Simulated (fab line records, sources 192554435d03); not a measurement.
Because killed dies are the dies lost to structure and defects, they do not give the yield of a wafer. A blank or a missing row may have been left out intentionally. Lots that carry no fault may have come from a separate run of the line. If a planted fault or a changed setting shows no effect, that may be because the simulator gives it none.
Split-lot experiment -- flow n5 finfet -- on a route of 1938 steps: 7 lots, 21 wafers read

## THE SPLIT
At N5_SD_EPI_P_EPI_21 (deposits SiGe:B, time 355 s), the setting time s was moved away from the recipe's 355 s on 7 of the 21 wafers read, by -16.6% to +7.2%. All remaining wafers had this setting at the recipe value.

The reading is taken at the split's own step.

## THE READING
SiGe-B_of_SD_EPI_P_EPI_21.thk nm (the simulator's own value, which no gauge read), in nm, at N5_SD_EPI_P_EPI_21 (deposits SiGe:B, time 355 s). The file gives no usual value for it. Across the 14 wafers here that went through the recipe, the average is 61.0 nm and the standard deviation 0.67 nm.

wafer,"tool, chamber at the split","time s as run, s",against the recipe,"SiGe-B_of_SD_EPI_P_EPI_21.thk nm, nm",against lot-mates on the recipe
L076.1,"epi rpcvd-03, 0",373.6,+5.2%,62,+1.0
L076.5,"epi rpcvd-03, 0",373.6,+5.2%,60.8,-0.2
L076.6,"epi rpcvd-03, 0",355,recipe,61,-
L077.2,"epi rpcvd-03, 0",302.5,-14.8%,55.2,-5.2
L077.6,"epi rpcvd-03, 0",302.5,-14.8%,55.2,-5.2
L077.4,"epi rpcvd-03, 0",355,recipe,60.4,-
L079.2,"epi rpcvd-03, 0",296.1,-16.6%,54.4,-7.1
L079.3,"epi rpcvd-03, 0",355,recipe,61.2,-
L079.4,"epi rpcvd-03, 0",355,recipe,61.8,-
L085.2,"epi rpcvd-03, 0",355,recipe,60.4,-
L085.3,"epi rpcvd-03, 0",355,recipe,60.4,-
L085.4,"epi rpcvd-03, 0",355,recipe,60.2,-
L086.2,"epi rpcvd-03, 0",355,recipe,61,-
L086.4,"epi rpcvd-03, 0",355,recipe,61.2,-
L086.6,"epi rpcvd-03, 0",355,recipe,61.8,-
L088.2,"epi rpcvd-03, 0",380.7,+7.2%,64,+3.7
L088.5,"epi rpcvd-03, 0",355,recipe,60.8,-
L088.6,"epi rpcvd-03, 0",355,recipe,59.8,-
L096.1,"epi rpcvd-04, 0",355,recipe,61.6,-
L096.2,"epi rpcvd-04, 0",355,recipe,62.2,-
L096.4,"epi rpcvd-04, 0",373.8,+5.3%,64.2,+2.3

THE FIT
A straight line over all 21 wafers: SiGe-B_of_SD_EPI_P_EPI_21.thk nm changes by +0.379 nm for each +1% of time s; r = +0.95; the points scatter about the line by 0.84 nm.
The same after taking each lot's own level away (the mean of its wafers on the recipe; 21 wafers): +0.368 nm for each +1%; r = +0.96; scatter 0.68 nm.
Per that fit: largest time s move, reading shift of 6.1 nm.
From 60.30 to 61.90 nm: that is the span of the lots' own levels, equal to 2.4 times the standard deviation above.
So the lot-to-lot level changes the slope little: the two slopes agree.
Check: with one of the wafers moved furthest among these (-16.6%) left out of the fit, the line predicts -5.76 nm for it against its lot-mates. It came out at -7.1 nm against them.

## OTHER SPLITS APPLIED TO THESE WAFERS
These wafers also went through other splits before the reading. Each is held against what the fit with the lots' levels taken away leaves over:
other split on the same wafers,wafers away from the commonest value,r with SiGe-B_of_SD_EPI_P_EPI_21.thk nm (lot level and that fit taken away)
N5_ZERO_LAYER_EXPOSE_08 dose mj,4,+0.06
N5_ZERO_LAYER_DESCUM_16 time s,3,+0.16
N5_FIN_SAQP_EXPOSE_13 dose mj,4,+0.47
N5_FIN_SAQP_FIN_ETCH_36 icp w,6,-0.14
N5_FIN_CUT_COAT_19 spin rpm,11,-0.27
N5_DUMMY_GATE_COAT_09 spin rpm,4,+0.20
N5_SD_EPI_N_ETCH_16 target depth a,7,+0.38
N5_SD_EPI_N_EPI_21 time s,9,+0.17

## FILE'S OWN FIT
SiGe-B_of_SD_EPI_P_EPI_21.thk nm changes by +0.392 nm for each +1% of time s, r = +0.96.
